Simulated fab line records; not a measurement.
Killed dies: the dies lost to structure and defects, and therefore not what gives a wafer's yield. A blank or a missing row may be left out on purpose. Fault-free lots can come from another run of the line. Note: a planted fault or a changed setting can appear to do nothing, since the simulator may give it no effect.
Split-lot study + flow n5 finfet + on a route of 1938 steps: 7 lots, 21 wafers read

## SPLIT DETAILS
At N5_BEOL_M7_ILD_DEP_00 (deposits SiCOH lowk from DEMS/porogen, target thk 179.75 nm, time 33.4 s), the setting time s was moved away from the recipe's 33.4 s on 6 of the 21 wafers read, by -9.7% to +8.5%. All remaining wafers had this setting at the recipe value.

## SPLIT TO READING: what lies between them in the file, 1 step
- N5_BEOL_M7_CURE_74: cures SiCOH lowk, time 240 s

## THE READING
At N5_BEOL_M7_THK_MEAS_01: M7_ILD_THK, given in nm. A value of 154.5 nm with a standard deviation of 2.2 nm is what fault-free wafers of this fab line usually give.

| wafer  | tool, chamber at the split | time s as run, s | against the recipe | M7_ILD_THK, nm | against lot-mates on the recipe |
|--------|----------------------------|------------------|--------------------|----------------|---------------------------------|
| L081.1 | pecvd-01, 2                | 33.4             | recipe             | 153.2          | -                               |
| L081.3 | pecvd-01, 1                | 33.4             | recipe             | 151.5          | -                               |
| L081.4 | pecvd-01, 1                | 33.4             | recipe             | 154.1          | -                               |
| L080.2 | pecvd-04, 0                | 33.4             | recipe             | 151.7          | -                               |
| L080.4 | pecvd-04, 2                | 33.4             | recipe             | 155.3          | -                               |
| L080.6 | pecvd-04, 0                | 36.25            | +8.5%              | 167.3          | +13.8                           |
| L082.2 | pecvd-04, 0                | 33.4             | recipe             | 153.3          | -                               |
| L082.3 | pecvd-04, 1                | 33.4             | recipe             | 150.2          | -                               |
| L082.5 | pecvd-04, 1                | 31.95            | -4.3%              | 148.0          | -3.8                            |
| L088.1 | pecvd-04, 0                | 33.4             | recipe             | 154.0          | -                               |
| L088.3 | pecvd-04, 1                | 33.4             | recipe             | 155.4          | -                               |
| L088.5 | pecvd-04, 0                | 33.4             | recipe             | 157.9          | -                               |
| L091.2 | pecvd-02, 0                | 31.09            | -6.9%              | 140.7          | -12.4                           |
| L091.3 | pecvd-02, 2                | 33.4             | recipe             | 153.0          | -                               |
| L091.4 | pecvd-02, 0                | 33.4             | recipe             | 153.1          | -                               |
| L094.1 | pecvd-04, 1                | 33.4             | recipe             | 149.8          | -                               |
| L094.3 | pecvd-04, 0                | 33.4             | recipe             | 151.8          | -                               |
| L094.5 | pecvd-04, 2                | 34.85            | +4.3%              | 161.6          | +10.8                           |
| L097.3 | pecvd-04, 2                | 30.16            | -9.7%              | 141.2          | -16.3                           |
| L097.4 | pecvd-04, 0                | 33.4             | recipe             | 157.5          | -                               |
| L097.6 | pecvd-04, 1                | 30.16            | -9.7%              | 140.4          | -17.1                           |

THE FIT
A straight line over all 21 wafers: M7_ILD_THK changes by +1.49 nm for each +1% of time s; r = +0.94; the points scatter about the line by 2.2 nm.
The same after taking each lot's own level away (the mean of its wafers on the recipe; 21 wafers): +1.72 nm for each +1%; r = +0.98; scatter 1.6 nm.
On that fit, the largest move of time s shifts the reading by 17 nm.
The span of the lots' own levels, 150.80 to 157.50 nm, comes to 3.0 times the standard deviation stated above.
So the lot-to-lot level changes the slope: the two fits differ.
Check: for one of the wafers moved furthest among these (-9.7%), held out of the fit, the line's prediction against its lot-mates is -16.4 nm. Against them it came out at -16.3 nm.

## THESE WAFERS: OTHER SPLITS
Other splits were also applied to these wafers ahead of the reading. Each is held against what the fit with the lots' levels taken away leaves over:
| other split on the same wafers   | wafers away from the commonest value | r with M7_ILD_THK (lot level and that fit taken away) |
|----------------------------------|--------------------------------------|-------------------------------------------------------|
| N5_BEOL_M6_ETCH_66 bias w        | 4                                    | +0.21                                                 |
| N5_BEOL_M6_TRENCH_ETCH_37 time s | 6                                    | -0.21                                                 |

## THE WHOLE CHAIN: every reading that the file lists as answering this split, in the file's order
| step                   | what it does                                                             | reading                                                                                  | change (the file's fit)              | r (the file's) |
|------------------------|--------------------------------------------------------------------------|------------------------------------------------------------------------------------------|--------------------------------------|----------------|
| N5_BEOL_M7_ILD_DEP_00  | deposits SiCOH lowk from DEMS/porogen, target thk 179.75 nm, time 33.4 s | SiCOH_lowk_of_BEOL_M7_ILD_DEP_00.thk nm (the simulator's own value, which no gauge read) | +1.95 nm for each +1% of the setting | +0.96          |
| N5_BEOL_M7_CURE_74     | cures SiCOH lowk, time 240 s                                             | SiCOH_lowk_of_BEOL_M7_ILD_DEP_00.thk nm (the simulator's own value, which no gauge read) | +1.7 nm for each +1% of the setting  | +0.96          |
| N5_BEOL_M7_THK_MEAS_01 |                                                                          | M7_ILD_THK                                                                               | +1.69 for each +1% of the setting    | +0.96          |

## FILE'S OWN FIT
M7_ILD_THK changes by +1.69 nm for each +1% of time s, r = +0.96.
